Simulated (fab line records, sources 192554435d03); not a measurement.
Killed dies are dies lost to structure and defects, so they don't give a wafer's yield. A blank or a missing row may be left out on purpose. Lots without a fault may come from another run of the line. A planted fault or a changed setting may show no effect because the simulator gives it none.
Chamber matching | flow n5_finfet | N5_MOL_CONTACT_COAG_ALD_123 on ald_sin-02: 3 sister chambers
The step deposits SiNx, target thk 5 nm, pulse time 1 s, purge time 2 s. 6 wafers are shown with their chamber, then 5 later ones without.

WAFERS WITH THEIR CHAMBER
wafer  | chamber | heater_power_w (W) | precursor_pulse_height_rel
L081.5 | 2       | 835                | 1.008
L085.3 | 1       | 877                | 0.955
L085.5 | 2       | 842                | 1.016
L085.6 | 3       | 870                | 1.001
L090.3 | 1       | 871                | 0.991
L090.4 | 3       | 842                | 1.007

WAFERS WITHOUT THEIR CHAMBER
wafer  | heater_power_w (W) | precursor_pulse_height_rel
L090.6 | 853                | 0.994
L095.3 | 853                | 1.017
L095.4 | 881                | 1.001
L096.3 | 880                | 1.041
L096.5 | 832                | 0.989

WHICH CHAMBER EACH WENT THROUGH
wafer  | from the rows above          | in truth
L090.6 | can't be placed: 3 or 2 or 1 | 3
L095.3 | can't be placed: 3 or 2      | 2
L095.4 | can't be placed: 1 or 3 or 2 | 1
L096.3 | can't be placed: 3 or 2 or 1 | 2
L096.5 | can't be placed: 2 or 3      | 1
Placed correctly: 0 of 5. Can't be placed from these rows: 5 (the true chamber is among the candidates in 4). Placed wrongly: 0.
How it was worked out, from the rows above alone: a wafer's distance from a chamber is the root of the sum, over the readings, of the square of ((its reading less the chamber's mean) divided by the reading's scatter). The wafer belongs to the nearest chamber; if the next one is less than 2 further off, it can't be placed. A chamber's mean is the mean of its shown wafers. The scatter: the root of (the sum of the squares of (reading less its chamber's mean) over the shown wafers, divided by (wafers less chambers)).
